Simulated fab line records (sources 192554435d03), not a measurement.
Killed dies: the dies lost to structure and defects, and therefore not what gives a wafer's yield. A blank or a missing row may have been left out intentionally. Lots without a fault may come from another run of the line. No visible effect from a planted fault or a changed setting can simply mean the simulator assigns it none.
Matching of chambers :: flow n5_finfet :: N5_HKMG_FIN_ALD_91 on ald_metal-04: 4 sister chambers
The step deposits TiN, target thk 1 nm, pulse time 1 s, purge time 3 s. 4 wafers are shown with their chamber, then 9 later ones without.

WAFERS WITH THEIR CHAMBER
wafer: L084.5
chamber: 1
heater_power_w (W): 961

wafer: L087.4
chamber: 3
heater_power_w (W): 784

wafer: L088.2
chamber: 2
heater_power_w (W): 913

wafer: L088.6
chamber: 0
heater_power_w (W): 979

WAFERS WITHOUT THEIR CHAMBER
wafer: L093.2
heater_power_w (W): 982

wafer: L093.4
heater_power_w (W): 899

wafer: L093.5
heater_power_w (W): 772

wafer: L096.1
heater_power_w (W): 893

wafer: L096.2
heater_power_w (W): 971

wafer: L096.3
heater_power_w (W): 961

wafer: L097.1
heater_power_w (W): 806

wafer: L097.2
heater_power_w (W): 968

wafer: L097.6
heater_power_w (W): 981

CHAMBER TAKEN BY EACH
wafer: L093.2
from the rows above: can't be placed: 0 or 1
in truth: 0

wafer: L093.4
from the rows above: 2
in truth: 2

wafer: L093.5
from the rows above: 3
in truth: 3

wafer: L096.1
from the rows above: 2
in truth: 2

wafer: L096.2
from the rows above: can't be placed: 0 or 1
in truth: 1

wafer: L096.3
from the rows above: can't be placed: 1 or 0
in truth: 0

wafer: L097.1
from the rows above: 3
in truth: 3

wafer: L097.2
from the rows above: can't be placed: 1 or 0
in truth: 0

wafer: L097.6
from the rows above: can't be placed: 0 or 1
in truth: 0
4 of 9 placed correctly. Cannot be placed on the basis of these rows: 5; the candidates contain the true chamber in 5. Wrongly placed: 0.
How it was worked out, from the rows above alone: a wafer's distance from a chamber is the root of the sum, over the readings, of the square of ((its reading less the chamber's mean) divided by the reading's scatter). The wafer belongs to the nearest chamber; if the next one is less than 2 further off, it can't be placed. A chamber's mean is the mean of its shown wafers. The scatter (one wafer shown for each chamber): square how far every hidden wafer sits from the nearest shown wafer, average those squares and take the square root.
